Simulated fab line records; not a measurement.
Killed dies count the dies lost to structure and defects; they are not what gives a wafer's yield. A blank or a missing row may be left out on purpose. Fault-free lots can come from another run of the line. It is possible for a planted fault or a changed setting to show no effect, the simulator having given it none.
fab line records -- flow n5-finfet
record lots=11, wafers=32, last-day=19
route steps=1938 shown MIM_TOP@1836 MIM_BOT_ETCH@1867 PASSIVATION@1936
lots that met no fault: taken from a fault-free run of the same line
start-h: hours from the record's first day to the start of the lot's first wafer shown -- wait-h: time in hours since the lot's previous step -- " the same as in the row above -- L1.1+2: one row covering several wafers at once -- - no value present, or no start provided -- * or withheld: withheld -- < > ~ a bound
route shown NAME@n: names a module that has steps shown in the file, with the first one's number in the route -- usual: mean and standard deviation over wafers with no fault -- same: alike in all rows -- chamber/n: place in a boat -- sites: per-site readings -- _std_site: how widely they spread, as a standard deviation -- _edge_site: outer sites' mean less inner sites' -- radius-mm: for every site, how far away it sits from the centre of the wafer -- mask NAME#n: copy n -- behind: the last tool/chamber to shape the wafer -- hold: why the lot went on hold/how many hours it stayed there/how the hold came to an end -- device: the n, p or np transistor that did not switch -- end of line: at the end of the route, the tests of the same wafers -- a step given without rows: its recipe and nothing more -- killed: at the first sort, the dies lost to defects and structure; wafer yield is something else -- map: the dies of a wafer, with x for killed, . for not killed, _ for no die there
set.NAME: the setting that was run; set.NAME@STEP: the one run at that earlier step -- model.NAME: the simulator's own value behind a step, which no gauge read
one table for each step of the route and one row for each wafer, over a sample of lots
services: from which hour (start-h, from the record's first day; less than 0 if before it) a tool's chamber was out of use, for how many hours, and why
## steps
# step N5_MIM_TOP_ALD_02
# recipe material=Al2O3, target-thk-a=*, temp-c=withheld, ald-precursor-family=TMA, ald-co-reactant=O3, pulse-time-s=withheld, purge-time-s=3, co-reactant-purge-time-s=withheld, co-reactant-pulse-time-s=3, ald-cycles=withheld
# usual precursor-pulse-height-rel=1.000/0.021
lot.wafer,tool,chamber,start-h,wait-h,precursor-pulse-height-rel
L851.2,ald-hk-01,2,-,-,1.005
L851.3,ald-hk-01,0,-,-,0.986
L852.2,ald-hk-02,3,-,-,0.992
L852.3,ald-hk-02,0,-,-,1.002
L852.4,ald-hk-02,2,-,-,1.005
L850.1,ald-hk-03,3,-,-,1.018
L850.4,ald-hk-03,0,-,-,0.998
L850.6,ald-hk-03,0,-,-,0.999
L854.2,ald-hk-01,2,-,-,0.989
L854.3,ald-hk-01,1,-,-,1.003
L854.5,ald-hk-01,1,-,-,1.035
L858.1,ald-hk-01,2,-,-,0.987
L858.2,ald-hk-01,0,-,-,1.020
L858.3,ald-hk-01,3,-,-,0.962
L861.1,ald-hk-01,0,-,-,1.032
L861.4,ald-hk-01,2,-,-,1.015
L861.5,ald-hk-01,2,-,-,1.005
L866.1,ald-hk-01,1,-,-,0.976
L866.4,ald-hk-01,0,-,-,1.028
L866.6,ald-hk-01,1,-,-,0.973
L869.3,ald-hk-01,3,-,-,0.943
L869.5,ald-hk-01,0,-,-,1.007
L869.6,ald-hk-01,1,-,-,1.003
L868.1,ald-hk-03,0,-,-,0.995
L868.3,ald-hk-03,3,-,-,1.045
L868.5,ald-hk-03,3,-,-,0.996
L870.2,ald-hk-02,1,-,-,0.989
L870.4,ald-hk-02,3,-,-,0.982
L870.5,ald-hk-02,3,-,-,0.989
L871.3,ald-hk-03,0,-,-,0.953
L871.4,ald-hk-03,3,-,-,0.992
L871.5,ald-hk-03,1,-,-,0.980
# step N5_MIM_TOP_DEGAS_04
# recipe ambient=vacuum, temp-c=300, time-s=60
# usual heater-power-w=470/28
lot.wafer,tool,chamber,start-h,wait-h,heater-power-w
L851.2,pvd-sputter-01,-,296.40,-,438
L851.3,pvd-sputter-01,-,296.40,-,465
L852.2,pvd-sputter-03,-,298.62,-,523
L852.3,pvd-sputter-03,-,298.62,-,447
L852.4,pvd-sputter-03,-,298.62,-,456
L850.1,pvd-sputter-03,-,303.56,-,451
L850.4,pvd-sputter-03,-,303.56,-,515
L850.6,pvd-sputter-03,-,303.56,-,525
L854.2,pvd-sputter-02,-,332.32,-,464
L854.3,pvd-sputter-02,-,332.32,-,477
L854.5,pvd-sputter-02,-,332.32,-,431
L858.1,pvd-sputter-01,-,352.33,-,440
L858.2,pvd-sputter-01,-,352.33,-,469
L858.3,pvd-sputter-01,-,352.33,-,455
L861.1,pvd-sputter-03,-,371.89,-,453
L861.4,pvd-sputter-03,-,371.89,-,522
L861.5,pvd-sputter-03,-,371.89,-,512
L866.1,pvd-sputter-03,-,395.24,-,441
L866.4,pvd-sputter-03,-,395.24,-,444
L866.6,pvd-sputter-03,-,395.24,-,526
L869.3,pvd-sputter-02,-,422.59,-,432
L869.5,pvd-sputter-02,-,422.59,-,463
L869.6,pvd-sputter-02,-,422.59,-,430
L868.1,pvd-sputter-03,-,423.57,-,506
L868.3,pvd-sputter-03,-,423.57,-,448
L868.5,pvd-sputter-03,-,423.57,-,445
L870.2,pvd-sputter-01,-,429.11,-,464
L870.4,pvd-sputter-01,-,429.11,-,475
L870.5,pvd-sputter-01,-,429.11,-,442
L871.3,pvd-sputter-02,-,441.93,-,422
L871.4,pvd-sputter-02,-,441.93,-,522
L871.5,pvd-sputter-02,-,441.93,-,430
# step N5_MIM_BOT_ETCH_ETCH_03
# recipe chemistry=Cl2/BCl3, target-depth-a=120, pressure-mtorr=8, icp-w=800, bias-w=100, Cl2_flow_sccm=20, bcl3-flow-sccm=80
# usual bias-w=99.96/0.28, drypump-motor-current-A=5.7/0.65, mfc-cl2-sccm=20.00/0.06, oes-product-au=0.81/0.089, throttle-valve-pct=27.62/0.21
lot.wafer,tool,chamber,start-h,wait-h,bias-w,drypump-motor-current-A,mfc-cl2-sccm,oes-product-au,rf-hours-counter-h,throttle-valve-pct
L851.2,rie-metal-01,0,297.83,0.1,100.10,6.7,20.17,0.75,-,27.93
L851.3,rie-metal-01,0,297.83,0.1,99.49,6.7,20.09,0.75,-,27.93
L852.2,rie-metal-02,1,300.19,0.1,99.60,5.9,20.12,0.63,112,27.64
L852.3,rie-metal-02,0,300.19,0.1,99.50,5.7,19.96,0.82,-,27.31
L852.4,rie-metal-02,1,300.19,0.1,100.40,5.9,20.01,0.63,-,27.63
L850.1,rie-metal-03,0,305.09,0.1,100.32,5.3,20.00,0.94,6,27.66
L850.4,rie-metal-03,0,305.09,0.1,100.53,5.3,20.03,0.93,-,27.64
L850.6,rie-metal-03,1,305.09,0.1,99.67,5.1,19.94,0.74,-,27.41
L854.2,rie-metal-03,0,334.00,0.1,99.92,5.3,19.98,0.91,8,27.65
L854.3,rie-metal-03,1,334.00,0.1,99.98,5.1,20.06,0.75,-,27.41
L854.5,rie-metal-03,0,334.00,0.1,99.37,5.3,19.95,0.91,-,27.65
L858.1,rie-metal-03,0,353.99,0.1,100.33,5.3,20.07,0.89,11,27.66
L858.2,rie-metal-03,1,353.99,0.1,89.89,5.2,20.01,0.72,65,27.42
L858.3,rie-metal-03,0,353.99,0.1,100.04,5.3,19.98,0.90,-,27.66
L861.1,rie-metal-03,0,373.45,0.1,99.89,5.3,19.92,0.90,13,27.66
L861.4,rie-metal-03,1,373.45,0.1,89.97,5.1,19.87,0.72,-,27.41
L861.5,rie-metal-03,0,373.45,0.1,99.94,5.3,19.98,0.88,-,27.68
L866.1,rie-metal-01,1,396.90,0.1,100.36,5.1,20.06,0.89,8,27.55
L866.4,rie-metal-01,1,396.90,0.1,100.08,5.1,20.02,0.90,-,27.55
L866.6,rie-metal-01,1,396.90,0.1,100.14,5.1,20.06,0.89,-,27.56
L869.3,rie-metal-03,0,424.05,0.1,99.71,5.3,19.93,0.86,-,27.68
L869.5,rie-metal-03,1,424.05,0.1,100.20,5.1,20.00,0.73,-,27.43
L869.6,rie-metal-03,0,424.05,0.1,100.11,5.3,19.92,0.87,-,27.67
L868.1,rie-metal-01,1,425.26,0.1,100.13,5.1,20.02,0.88,11,27.55
L868.3,rie-metal-01,1,425.26,0.1,100.25,5.1,19.98,0.88,-,27.54
L868.5,rie-metal-01,0,425.26,0.1,100.15,6.7,20.05,0.72,-,27.96
L870.2,rie-metal-01,0,430.68,0.1,100.02,6.7,19.96,0.71,69,27.95
L870.4,rie-metal-01,1,430.68,0.1,100.30,5.1,20.07,0.87,-,27.56
L870.5,rie-metal-01,1,430.68,0.1,100.11,5.1,19.95,0.87,-,27.56
L871.3,rie-metal-03,1,443.63,0.1,99.86,5.1,20.00,0.72,-,27.44
L871.4,rie-metal-03,0,443.63,0.1,99.75,5.3,20.05,0.87,-,27.67
L871.5,rie-metal-03,0,443.63,0.1,99.78,5.3,20.01,0.87,-,27.69
# step N5_MIM_BOT_ETCH_ETCH_00
# recipe chemistry=Cl2/BCl3, target=TiN, target-depth-a=455, ion-energy-ev=150, pressure-mtorr=10, icp-w=1000, bias-w=126, Cl2_flow_sccm=53.25, bcl3-flow-sccm=21.75, Ar_flow_sccm=25
# usual bias-w=125.9/0.37, drypump-motor-current-A=5.7/0.64, mfc-cl2-sccm=53.26/0.15, oes_ar_750_au=0.80/0.076, oes-product-au=0.81/0.089, throttle-valve-pct=21.95/0.21
lot.wafer,tool,chamber,start-h,wait-h,bias-w,drypump-motor-current-A,mfc-cl2-sccm,oes_ar_750_au,oes-product-au,rf-hours-counter-h,throttle-valve-pct
L851.2,rie-metal-01,0,298.02,0.2,126.0,6.7,53.21,0.77,0.76,-,22.25
L851.3,rie-metal-01,0,298.02,0.2,125.7,6.7,53.42,0.76,0.76,-,22.23
L852.2,rie-metal-02,1,300.28,0.1,125.9,5.9,52.91,0.60,0.62,112,22.14
L852.3,rie-metal-02,0,300.28,0.1,125.7,5.7,53.17,0.82,0.82,-,21.64
L852.4,rie-metal-02,1,300.28,0.1,125.9,5.9,53.14,0.61,0.63,-,22.13
L850.1,rie-metal-03,0,305.18,0.1,125.9,5.3,53.34,0.89,0.93,6,21.95
L850.4,rie-metal-03,0,305.18,0.1,126.2,5.3,53.33,0.89,0.95,-,21.96
L850.6,rie-metal-03,1,305.18,0.1,126.2,5.2,52.99,0.75,0.75,-,21.75
L854.2,rie-metal-03,0,334.09,0.1,126.2,5.3,53.18,0.88,0.91,8,21.97
L854.3,rie-metal-03,1,334.09,0.1,125.5,5.1,53.23,0.75,0.74,-,21.78
L854.5,rie-metal-03,0,334.09,0.1,126.4,5.3,53.23,0.87,0.90,-,21.98
L858.1,rie-metal-03,0,354.08,0.1,125.9,5.3,53.21,0.86,0.89,11,21.97
L858.2,rie-metal-03,1,354.08,0.1,126.1,5.1,53.53,0.74,0.74,65,21.75
L858.3,rie-metal-03,0,354.08,0.1,125.9,5.3,53.05,0.86,0.90,-,21.98
L861.1,rie-metal-03,0,373.54,0.1,126.5,5.3,53.46,0.85,0.88,13,21.98
L861.4,rie-metal-03,1,373.54,0.1,125.3,5.2,53.44,0.74,0.74,-,21.77
L861.5,rie-metal-03,0,373.54,0.1,126.2,5.3,53.29,0.86,0.89,-,21.98
L866.1,rie-metal-01,1,396.99,0.1,125.4,5.1,53.28,0.88,0.89,8,21.80
L866.4,rie-metal-01,1,396.99,0.1,126.1,5.1,53.21,0.88,0.90,-,21.80
L866.6,rie-metal-01,1,396.99,0.1,125.4,5.1,53.19,0.88,0.89,-,21.78
L869.3,rie-metal-03,0,424.15,0.1,126.4,5.3,53.28,0.83,0.87,-,22.01
L869.5,rie-metal-03,1,424.15,0.1,126.1,5.1,53.17,0.73,0.73,-,21.77
L869.6,rie-metal-03,0,424.15,0.1,125.9,5.3,52.85,0.84,0.87,-,22.01
L868.1,rie-metal-01,1,425.35,0.1,125.5,5.1,52.95,0.85,0.87,11,21.81
L868.3,rie-metal-01,1,425.35,0.1,125.9,5.1,53.11,0.86,0.88,-,21.80
L868.5,rie-metal-01,0,425.35,0.1,125.3,6.7,53.53,0.73,0.71,-,22.31
L870.2,rie-metal-01,0,430.77,0.1,125.9,6.7,53.08,0.73,0.72,69,22.28
L870.4,rie-metal-01,1,430.77,0.1,126.1,5.1,53.16,0.85,0.87,-,21.80
L870.5,rie-metal-01,1,430.77,0.1,125.5,5.1,53.32,0.86,0.87,-,21.80
L871.3,rie-metal-03,1,443.73,0.1,126.5,5.1,53.17,0.72,0.72,-,21.81
L871.4,rie-metal-03,0,443.73,0.1,126.5,5.3,53.21,0.83,0.86,-,22.00
L871.5,rie-metal-03,0,443.73,0.1,126.6,5.3,53.25,0.83,0.87,-,21.99
# step N5_PASSIVATION_PROBE_49
# usual defect-limited-yield=91.2/1.4, killed_at_M0_to_M3=34/9.4, killed_at_M4_up=14/5.6, killed-at-contacts=13/7.8, killed-at-front-end=37/10, killed-at-other=4/3.3, killed-dies=103/17, killed-open=68/13, killed-short=33/8.2, sort_bin_5_function=5.1/0.92, sort_bin_6_memory=3.3/0.71, sort_bin_8_speed=0.01/0.043, sort-n-pass=1077/17
# same gross-dies=1180, killed-at-back-side=0, sort_bin_4_leakage[%]=0
lot.wafer,tool,chamber,start-h,wait-h,defect-limited-yield[%],killed_at_M0_to_M3,killed_at_M4_up,killed-at-contacts,killed-at-front-end,killed-at-other,killed-dies,killed-open,killed-short,sort_bin_5_function[%],sort_bin_6_memory[%],sort_bin_8_speed[%],sort-n-pass
L852.2,prober-02,-,309.09,0.1,91.9,11,16,30,36,3,96,71,25,5.2,2.9,0,1084
L852.3,prober-02,-,309.14,0.1,88.6,39,23,21,42,9,134,88,46,7.0,4.0,0,1046
L852.4,prober-02,-,309.19,0.2,90.1,46,6,14,50,1,117,66,50,6.4,3.2,0,1063
L851.2,prober-01,-,309.28,0.1,90.5,47,12,11,32,10,112,77,33,5.5,3.7,0,1068
L851.3,prober-01,-,309.33,0.1,90.0,45,17,6,45,5,118,76,34,5.2,4.1,0,1062
L850.1,prober-02,-,318.06,0.0,90.9,32,13,10,50,2,107,62,45,5.0,3.6,0,1073
L850.4,prober-02,-,318.21,0.2,92.3,32,18,1,40,0,91,65,26,4.2,3.4,0,1089
L850.6,prober-02,-,318.31,0.3,91.6,31,13,8,46,1,99,64,35,5.6,2.5,0,1081
L854.2,prober-01,-,342.62,0.1,88.9,27,24,20,59,1,131,87,42,6.9,4.0,0,1049
L854.3,prober-01,-,342.67,0.1,91.3,19,24,18,42,0,103,75,25,5.3,3.1,0,1077
L854.5,prober-01,-,342.77,0.2,90.8,23,23,17,42,3,108,67,36,5.0,4.0,0,1072
L858.1,prober-01,-,362.77,0.0,93.5,37,9,8,21,2,77,57,20,4.2,2.4,0,1103
L858.2,prober-01,-,362.82,0.1,91.0,38,13,23,27,5,106,69,33,5.7,2.8,0,1074
L858.3,prober-01,-,362.87,0.1,90.7,30,13,19,40,8,110,68,41,5.0,3.9,0,1070
L861.1,prober-01,-,381.59,0.0,93.1,14,9,20,36,2,81,45,22,3.1,2.5,0,1099
L861.4,prober-01,-,381.74,0.2,92.6,35,10,23,19,0,87,61,24,3.6,3.4,0.17,1093
L861.5,prober-01,-,381.79,0.2,93.1,26,6,11,30,8,81,47,33,3.2,3.3,0.08,1099
L866.1,prober-01,-,407.89,0.0,88.7,43,12,25,49,4,133,72,61,6.6,4.2,0,1047
L866.4,prober-01,-,408.04,0.2,89.7,35,22,19,37,8,121,86,34,5.6,4.3,0.08,1058
L866.6,prober-01,-,408.14,0.3,86.4,37,12,25,76,10,160,107,52,7.1,5.8,0,1020
L868.1,prober-02,-,434.80,0.0,91.9,29,15,11,33,7,95,66,28,4.7,3.2,0,1085
L868.3,prober-02,-,434.90,0.1,90.0,44,19,11,39,5,118,75,36,5.7,3.6,0.42,1057
L868.5,prober-02,-,435.00,0.2,91.6,51,15,6,24,3,99,71,23,5.8,2.4,0.08,1081
L869.3,prober-01,-,435.06,0.1,91.0,25,25,13,33,10,106,79,26,5.1,3.8,0,1074
L869.5,prober-01,-,435.16,0.2,91.4,38,14,18,29,2,101,74,24,4.7,3.5,0,1079
L869.6,prober-01,-,435.21,0.3,92.0,26,17,20,30,1,94,73,20,4.3,3.3,0,1086
L870.2,prober-01,-,441.26,0.3,91.9,51,11,7,26,1,96,61,34,5.0,2.9,0,1084
L870.4,prober-01,-,441.36,0.4,89.1,55,23,16,34,1,129,90,28,5.8,4.2,0,1051
L870.5,prober-01,-,441.41,0.4,87.9,67,12,31,31,2,143,104,38,8.0,3.6,0,1037
L871.3,prober-02,-,452.61,0.1,91.1,41,21,11,29,3,105,63,35,5.0,3.1,0,1075
L871.4,prober-02,-,452.66,0.2,90.7,35,29,11,35,0,110,82,27,5.1,4.0,0,1070
L871.5,prober-02,-,452.71,0.2,91.4,25,13,8,52,4,102,71,25,4.2,3.7,0,1078
# killed by level:class
L852.2 MOL_CONTACT_COAG:geometric-particle:open=22 STI_FIN_REVEAL:geometric-particle:open=14 FIN_SAQP:geometric-particle:open=9 MOL_CONTACT_COAG:geometric-particle:short=8 BEOL_M4:geometric-particle:open=7 BEOL_M7:geometric-particle:open=4 GATE_CUT:geometric-particle:short=3 FIN_SAQP:geometric-particle:short=3
L852.3 MOL_CONTACT_COAG:geometric-particle:open=19 BEOL_M0_SAQP:geometric-particle:open=13 BEOL_M0_SAQP:geometric-particle:short=10 FIN_SAQP:geometric-particle:short=9 FIN_SAQP:geometric-particle:open=9 STI_FIN_REVEAL:geometric-particle:open=9 BEOL_M4:geometric-particle:open=9 BEOL_M2:geometric-particle:open=6
L852.4 FIN_SAQP:geometric-particle:short=18 BEOL_M0_SAQP:geometric-particle:open=13 MOL_CONTACT_COAG:geometric-particle:open=10 BEOL_M0_SAQP:geometric-particle:short=9 BEOL_M2:geometric-particle:open=9 STI_FIN_REVEAL:geometric-particle:open=8 BEOL_M3:geometric-particle:open=6 BEOL_M1:geometric-particle:open=5
L851.2 BEOL_M2:geometric-particle:open=18 MOL_CONTACT_COAG:geometric-particle:open=9 BEOL_M0_SAQP:geometric-particle:short=8 STI_FIN_REVEAL:geometric-particle:open=7 BEOL_M0_SAQP:geometric-particle:open=7 DUMMY_GATE:geometric-particle:open=6 FIN_SAQP:geometric-particle:open=4 BEOL_M2:geometric-particle:short=4
L851.3 BEOL_M2:geometric-particle:open=12 FIN_SAQP:geometric-particle:open=9 STI_FIN_REVEAL:geometric-particle:open=9 FIN_SAQP:geometric-particle:short=7 BEOL_M0_SAQP:geometric-particle:short=7 BEOL_M0_SAQP:geometric-particle:open=7 HKMG_FIN:area-etch=7 MOL_CONTACT_COAG:geometric-particle:open=6
L850.1 STI_FIN_REVEAL:geometric-particle:open=13 BEOL_M3:geometric-particle:open=10 MOL_CONTACT_COAG:geometric-particle:open=9 ILD0:geometric-particle:short=7 STARTING-WAFER:geometric-particle:short=5 FIN_SAQP:geometric-particle:short=4 BEOL_M0:geometric-particle:open=4 BEOL_M0_SAQP:geometric-particle:short=4
L850.4 STI_FIN_REVEAL:geometric-particle:open=14 BEOL_M1:geometric-particle:open=7 BEOL_M2:geometric-particle:open=7 BEOL_M5:geometric-particle:open=7 DUMMY_GATE:geometric-particle:open=6 BEOL_M3:geometric-particle:open=6 STI_FIN_REVEAL:geometric-particle:short=5 BEOL_M3:geometric-particle:short=5
L850.6 STI_FIN_REVEAL:geometric-particle:open=17 BEOL_M0_SAQP:geometric-particle:short=12 MOL_CONTACT_COAG:geometric-particle:open=6 FIN_SAQP:geometric-particle:short=5 STI_FIN_REVEAL:geometric-particle:short=5 BEOL_M0_SAQP:geometric-particle:open=5 BEOL_M7:geometric-particle:open=4 BEOL_M0:geometric-particle:open=4
L854.2 FIN_SAQP:geometric-particle:short=20 MOL_CONTACT_COAG:geometric-particle:open=17 BEOL_M4:geometric-particle:open=13 FIN_SAQP:geometric-particle:open=12 STI_FIN_REVEAL:geometric-particle:open=9 BEOL_M2:geometric-particle:open=9 BEOL_M3:geometric-particle:open=7 STARTING-WAFER:geometric-particle:open=6
L854.3 FIN_SAQP:geometric-particle:open=14 MOL_CONTACT_COAG:geometric-particle:open=14 BEOL_M4:geometric-particle:open=11 BEOL_M2:geometric-particle:open=10 FIN_SAQP:geometric-particle:short=9 STI_FIN_REVEAL:geometric-particle:open=5 BEOL_M8:geometric-particle:open=3 STI_FIN_REVEAL:geometric-particle:short=3
L854.5 STI_FIN_REVEAL:geometric-particle:open=16 MOL_CONTACT_COAG:geometric-particle:open=12 BEOL_M4:geometric-particle:open=10 FIN_SAQP:geometric-particle:short=5 FIN_SAQP:geometric-particle:open=5 STI_FIN_REVEAL:geometric-particle:short=5 MOL_CONTACT_COAG:geometric-particle:short=5 BEOL_M0_SAQP:geometric-particle:open=5
L858.1 BEOL_M0:geometric-particle:open=8 BEOL_M1:geometric-particle:open=8 BEOL_M2:geometric-particle:open=7 FIN_SAQP:geometric-particle:open=6 MOL_CONTACT_COAG:geometric-particle:open=6 FIN_SAQP:geometric-particle:short=5 BEOL_M0_SAQP:geometric-particle:open=5 BEOL_M6:geometric-particle:open=4
L858.2 MOL_CONTACT_COAG:geometric-particle:open=15 BEOL_M2:geometric-particle:open=11 MOL_CONTACT_COAG:geometric-particle:short=8 BEOL_M0_SAQP:geometric-particle:open=8 BEOL_M0_SAQP:geometric-particle:short=8 FIN_SAQP:geometric-particle:short=6 BEOL_M0:geometric-particle:open=6 BEOL_M4:geometric-particle:open=6
L858.3 MOL_CONTACT_COAG:geometric-particle:open=13 FIN_SAQP:geometric-particle:short=11 BEOL_M2:geometric-particle:open=9 BEOL_M1:geometric-particle:open=7 BEOL_M4:geometric-particle:open=7 STI_FIN_REVEAL:geometric-particle:open=6 MOL_CONTACT_COAG:geometric-particle:short=6 STI_FIN_REVEAL:geometric-particle:short=5
L861.1 MOL_CONTACT_COAG:geometric-particle:open=16 HKMG_FIN:area-etch=12 BEOL_M3:geometric-particle:open=6 BEOL_M4:geometric-particle:open=5 MOL_CONTACT_COAG:geometric-particle:short=4 DUMMY_GATE:geometric-particle:open=3 ILD0:geometric-particle:short=3 GATE_CUT:geometric-particle:short=3
L861.4 MOL_CONTACT_COAG:geometric-particle:open=20 BEOL_M2:geometric-particle:open=8 BEOL_M0_SAQP:geometric-particle:short=7 BEOL_M0_SAQP:geometric-particle:open=5 BEOL_M3:geometric-particle:open=5 BEOL_M1:geometric-particle:open=4 BEOL_M4:geometric-particle:open=4 STI_FIN_REVEAL:geometric-particle:short=3
L861.5 MOL_CONTACT_COAG:geometric-particle:open=9 FIN_SAQP:geometric-particle:short=7 FIN_SAQP:geometric-particle:open=7 BEOL_M0_SAQP:geometric-particle:short=7 BEOL_M0_SAQP:geometric-particle:open=5 ILD0:geometric-particle:open=4 MIM_TOP_ETCH:geometric-particle:short=4 BEOL_M2:geometric-particle:open=3
L866.1 FIN_SAQP:geometric-particle:short=21 BEOL_M0_SAQP:geometric-particle:short=16 MOL_CONTACT_COAG:geometric-particle:open=16 BEOL_M0_SAQP:geometric-particle:open=13 MOL_CONTACT_COAG:geometric-particle:short=9 STI_FIN_REVEAL:geometric-particle:open=8 BEOL_M3:geometric-particle:open=5 BEOL_M0:geometric-particle:open=5
L866.4 MOL_CONTACT_COAG:geometric-particle:open=16 FIN_SAQP:geometric-particle:open=11 BEOL_M0_SAQP:geometric-particle:open=7 BEOL_M2:geometric-particle:open=7 BEOL_M0_SAQP:geometric-particle:short=6 BEOL_M4:geometric-particle:open=6 FIN_SAQP:geometric-particle:short=5 BEOL_M7:geometric-particle:open=5
L866.6 MOL_CONTACT_COAG:geometric-particle:open=19 FIN_SAQP:geometric-particle:open=18 STI_FIN_REVEAL:geometric-particle:open=16 FIN_SAQP:geometric-particle:short=15 BEOL_M0_SAQP:geometric-particle:open=10 BEOL_M0_SAQP:geometric-particle:short=10 DUMMY_GATE:geometric-particle:open=7 BEOL_M2:geometric-particle:open=7
L868.1 MOL_CONTACT_COAG:geometric-particle:open=9 BEOL_M3:geometric-particle:open=9 BEOL_M1:geometric-particle:open=8 BEOL_M4:geometric-particle:open=8 FIN_SAQP:geometric-particle:open=7 FIN_SAQP:geometric-particle:short=6 MIM_TOP_ETCH:geometric-particle:open=5 GATE_CUT:geometric-particle:short=4
L868.3 MOL_CONTACT_COAG:geometric-particle:open=11 BEOL_M3:geometric-particle:open=11 BEOL_M4:geometric-particle:open=11 FIN_SAQP:geometric-particle:short=8 FIN_SAQP:geometric-particle:open=8 BEOL_M0_SAQP:geometric-particle:open=8 BEOL_M1:geometric-particle:open=6 HKMG_FIN:area-etch=6
L868.5 BEOL_M1:geometric-particle:open=14 BEOL_M3:geometric-particle:open=14 BEOL_M2:geometric-particle:open=12 BEOL_M4:geometric-particle:open=7 FIN_SAQP:geometric-particle:open=6 MOL_CONTACT_COAG:geometric-particle:open=6 BEOL_M3:geometric-particle:short=5 FIN_SAQP:geometric-particle:short=3
L869.3 MOL_CONTACT_COAG:geometric-particle:open=13 BEOL_M4:geometric-particle:open=8 BEOL_M3:geometric-particle:open=8 BEOL_M6:geometric-particle:open=8 FIN_SAQP:geometric-particle:open=6 BEOL_M2:geometric-particle:open=6 FIN_SAQP:geometric-particle:short=5 BEOL_M1:geometric-particle:open=5
L869.5 MOL_CONTACT_COAG:geometric-particle:open=16 BEOL_M2:geometric-particle:open=12 BEOL_M1:geometric-particle:open=11 STI_FIN_REVEAL:geometric-particle:open=7 FIN_SAQP:geometric-particle:open=6 BEOL_M4:geometric-particle:open=6 BEOL_M0_SAQP:geometric-particle:short=5 BEOL_M4:geometric-particle:short=4
L869.6 MOL_CONTACT_COAG:geometric-particle:open=18 FIN_SAQP:geometric-particle:open=11 BEOL_M4:geometric-particle:open=10 BEOL_M2:geometric-particle:open=10 STARTING-WAFER:geometric-particle:open=4 BEOL_M1:geometric-particle:open=4 DUMMY_GATE:geometric-particle:open=3 SPACER0:geometric-particle:short=3
L870.2 BEOL_M0_SAQP:geometric-particle:open=14 BEOL_M0_SAQP:geometric-particle:short=12 STI_FIN_REVEAL:geometric-particle:open=8 BEOL_M1:geometric-particle:open=8 BEOL_M3:geometric-particle:open=7 STARTING-WAFER:geometric-particle:short=7 STARTING-WAFER:geometric-particle:open=6 MOL_CONTACT_COAG:geometric-particle:open=5
L870.4 BEOL_M3:geometric-particle:open=15 BEOL_M1:geometric-particle:open=14 MOL_CONTACT_COAG:geometric-particle:open=13 BEOL_M4:geometric-particle:open=11 HKMG_FIN:area-etch=9 BEOL_M0_SAQP:geometric-particle:short=8 STI_FIN_REVEAL:geometric-particle:open=7 BEOL_M1:geometric-particle:short=7
L870.5 BEOL_M3:geometric-particle:open=31 MOL_CONTACT_COAG:geometric-particle:open=23 STI_FIN_REVEAL:geometric-particle:open=10 MOL_CONTACT_COAG:geometric-particle:short=8 GATE_CUT:geometric-particle:short=7 BEOL_M4:geometric-particle:open=7 BEOL_M1:geometric-particle:open=7 BEOL_M3:geometric-particle:short=7
L871.3 BEOL_M2:geometric-particle:open=11 MOL_CONTACT_COAG:geometric-particle:open=9 BEOL_M0_SAQP:geometric-particle:short=9 FIN_SAQP:geometric-particle:short=8 BEOL_M4:geometric-particle:open=8 BEOL_M0_SAQP:geometric-particle:open=6 BEOL_M3:geometric-particle:open=6 HKMG_FIN:area-etch=6
L871.4 BEOL_M2:geometric-particle:open=13 BEOL_M4:geometric-particle:open=12 STI_FIN_REVEAL:geometric-particle:open=11 MOL_CONTACT_COAG:geometric-particle:open=8 BEOL_M6:geometric-particle:open=8 BEOL_M1:geometric-particle:open=6 BEOL_M0_SAQP:geometric-particle:open=6 GATE_CUT:geometric-particle:short=5
L871.5 STI_FIN_REVEAL:geometric-particle:open=17 BEOL_M2:geometric-particle:open=13 GATE_CUT:geometric-particle:short=9 MOL_CONTACT_COAG:geometric-particle:open=7 FIN_SAQP:geometric-particle:short=6 HKMG_FIN:area-etch=6 FIN_SAQP:geometric-particle:open=4 BEOL_M3:geometric-particle:open=4
## services
tool,chamber,start-h,hours,kind
rie-metal-01,1,281.36,-,clean
rie-metal-01,1,281.36,26.6,scheduled-down
rie-metal-01,1,281.36,26.6,vent-cycle
rie-metal-03,1,308.86,17.4,repair
rie-metal-02,1,310.12,-,clean
rie-metal-02,1,310.12,24.6,scheduled-down
rie-metal-02,1,310.12,24.6,vent-cycle
ald-hk-01,-,340.38,0.9,repair
ald-hk-01,-,342.13,6.0,pm
ald-hk-01,-,372.46,3.0,repair
ald-hk-01,-,390.09,0.8,repair
rie-metal-03,1,414.67,6.6,repair
ald-hk-03,-,426.02,8.7,pm
rie-metal-03,0,427.61,15.8,repair
## key
first-sign step=N5_MIM_BOT_ETCH_ETCH_03, reading=bias-w, direction=down, sigmas=35, usual=*, struck=*
effect none on later readings
met-at N5_MIM_BOT_ETCH_ETCH_03
struck-lots L858,L861
struck-wafers L858.2,L861.4
baseline-loss step=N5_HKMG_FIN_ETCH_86, wafers=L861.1
not-acting-at N5_MIM_TOP_ALD_02,N5_MIM_TOP_DEGAS_04,N5_MIM_BOT_ETCH_ETCH_00
onset-between 334.00 353.99
fault kind=process-parameter-drift, tool=rie-metal-03, chamber=1, onset-h=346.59, steps=N5_MIM_BOT_ETCH_ETCH_03, channel=bias-w, offset=*, shape=step, end-h=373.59, acts-in=*, stated=*
# baseline-loss: these wafers lose ten dies or more at that step, a loss of the line's own and not of a fault; the sort's usual values leave them out
